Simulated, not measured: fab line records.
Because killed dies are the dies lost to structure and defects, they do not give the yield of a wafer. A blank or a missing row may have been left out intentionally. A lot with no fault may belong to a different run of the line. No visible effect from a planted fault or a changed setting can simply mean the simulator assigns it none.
Problem report, 8D (eight disciplines) form, completed by code -- flow nand harc -- the parts of the form that need people (team, actions taken, sign-off) are left out

== 1. PROBLEM STATEMENT ==
Wafers without a fault read 94.4 s, standard deviation 0.38; run length s at NHARC_A_BONDPAD_ETCH_24 reads a mean of 78.8 s on 4 wafers belonging to 2 lots. That puts it -41 standard deviations away from the usual mean.
The step: etches the open film in CF4/N2, target depth 30 nm, time 72.99 s.
The first sign was on wafer L900.5 at day 28 04:57, on rie diel-12. The record holds 39 wafers of 13 lots with a number at this step. By rule, "out" or "out of limits" means more than 4 standard deviations away from the usual mean. The other wafers with a number count as sound.

== 2. WHAT IT IS; WHAT IT IS NOT ==
question,is,is not
which readings at this step,run length s,"drypump motor current A, oes product au, rf vpp V, showerhead plenum p Torr, throttle valve pct"
which lots,"L898, L900","L888, L890, L891, L892, L894, L899, L904, L907, L908, L910, L911"
which wafers of those lots,"L898.5, L898.6, L900.5, L900.6","L898.4, L900.2"
read on which tools,rie diel-12,"rie diel-06, rie diel-07"
when,from day 28 04:57,"up to then (19 sound wafers); but 16 sound wafers of L898, L904, L907, L908, L910, L911 came after"

== 3. THE SUSPECTS, EACH WITH WHAT RULES IT OUT ==
Counting: a tool at a process step up to the reading stays a suspect if it ran every lot that is out. Sound lots after the first of them don't rule it out here, since some wafers of a struck lot are sound.
- rie diel-12 at NHARC_A_BONDPAD_ETCH_24 (etches the open film in CF4/N2, target depth 30 nm, time 72.99 s): kept. It processed each lot that is out (first: L900, day 28 04:57); up to then, its last sound lot is L899 (day 28 02:18). Its own readings are out on those wafers: run length s.
The count leaves rie diel-12 at NHARC_A_BONDPAD_ETCH_24.

== 4. THE CAUSE (what the simulator had put in) ==
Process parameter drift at NHARC_A_BONDPAD_ETCH_24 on rie diel-12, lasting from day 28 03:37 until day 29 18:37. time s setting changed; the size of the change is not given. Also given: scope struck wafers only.
After counting, this tool was the only one left.

== 5. SEQUENCE OF EFFECTS, ordered by route ==
Rows list readings where the struck wafers' mean (over those with a number) sits beyond 3 standard deviations from the usual. Readings are gone through only where the record gives a usual standard deviation; hours: the median, over the lots, of the time from a lot's start at the first step in this table giving one to that lot's start at this step; sigmas: the change measured in usual standard deviations.
hours,step,reading,usual,on struck wafers,change,sigmas
0,NHARC_A_BONDPAD_ETCH_24,run length s,94.4 s,78.8,-15.6,-41
The process steps in it:
- NHARC_A_BONDPAD_ETCH_24: etches the open film in CF4/N2, target depth 30 nm, time 72.99 s.
At these later measuring or inspecting steps, every struck wafer for which the step has a row has a number for every such reading, and none has moved that far: NHARC_END_SORT_01.

== 6. WHAT WOULD HAVE CAUGHT IT SOONER ==
In this record the first reading out of limits was taken at day 28 04:57, 1 hour after the fault began at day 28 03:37.
